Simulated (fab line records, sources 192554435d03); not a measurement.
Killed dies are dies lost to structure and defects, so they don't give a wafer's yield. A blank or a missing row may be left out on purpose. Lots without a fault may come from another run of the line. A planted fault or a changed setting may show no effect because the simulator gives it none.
Chamber matching | flow n5_finfet | N5_MIM_BOT_ETCH_ETCH_04 on rie_diel-02: 4 sister chambers
The step etches SiNx in CF4/O2, target depth 26 nm, time 13 s. 16 wafers are shown with their chamber, then 8 later ones without.

WAFERS WITH THEIR CHAMBER
wafer  | chamber | showerhead_plenum_p_Torr (Torr) | rf_vpp_V (V) | throttle_valve_pct (%)
L076.2 | 1       | 2.33                            | 251          | 15.82
L076.4 | 0       | 2.14                            | 233          | 15.95
L076.6 | 0       | 2.15                            | 232          | 15.95
L074.2 | 3       | 2.23                            | 241          | 15.65
L074.3 | 0       | 2.14                            | 235          | 15.98
L074.4 | 1       | 2.33                            | 251          | 15.83
L080.1 | 3       | 2.23                            | 241          | 15.63
L080.4 | 0       | 2.14                            | 233          | 15.98
L080.6 | 3       | 2.23                            | 240          | 15.64
L085.2 | 1       | 2.33                            | 251          | 15.86
L085.4 | 2       | 2.10                            | 244          | 16.00
L085.5 | 0       | 2.14                            | 234          | 16.01
L086.1 | 1       | 2.32                            | 251          | 15.88
L086.2 | 3       | 2.23                            | 242          | 15.66
L086.4 | 0       | 2.14                            | 234          | 15.99
L090.1 | 1       | 2.32                            | 251          | 15.88

SIGNATURES (means of the wafers above)
reading                  | chamber 0 | chamber 1 | chamber 2 | chamber 3 | scatter within a chamber
showerhead_plenum_p_Torr | 2.1417    | 2.3260    | 2.1000    | 2.2300    | 0.00412
rf_vpp_V                 | 233.50    | 251.00    | 244.00    | 241.00    | 0.791
throttle_valve_pct       | 15.9767   | 15.8540   | 16.0000   | 15.6450   | 0.023
Rule: a wafer's distance from a chamber is the root of the sum, over the readings, of the square of ((its reading less the chamber's mean) divided by the reading's scatter). The wafer belongs to the nearest chamber; if the next one is less than 2 further off, it can't be placed. The scatter: the root of (the sum of the squares of (reading less its chamber's mean) over the shown wafers, divided by (wafers less chambers)).

WAFERS WITHOUT THEIR CHAMBER
wafer  | showerhead_plenum_p_Torr (Torr) | rf_vpp_V (V) | throttle_valve_pct (%)
L090.2 | 2.10                            | 245          | 16.01
L090.4 | 2.32                            | 251          | 15.90
L092.1 | 2.31                            | 249          | 15.94
L092.4 | 2.13                            | 234          | 16.05
L092.5 | 2.22                            | 242          | 15.69
L095.1 | 2.13                            | 232          | 16.06
L095.3 | 2.10                            | 242          | 16.05
L095.6 | 2.31                            | 251          | 15.93

WHICH CHAMBER EACH WENT THROUGH
wafer  | from the rows above | in truth
L090.2 | 2                   | 2
L090.4 | 1                   | 1
L092.1 | 1                   | 1
L092.4 | 0                   | 0
L092.5 | 3                   | 3
L095.1 | 0                   | 0
L095.3 | 2                   | 2
L095.6 | 1                   | 1
Placed correctly: 8 of 8. Can't be placed from these rows: 0. Placed wrongly: 0.
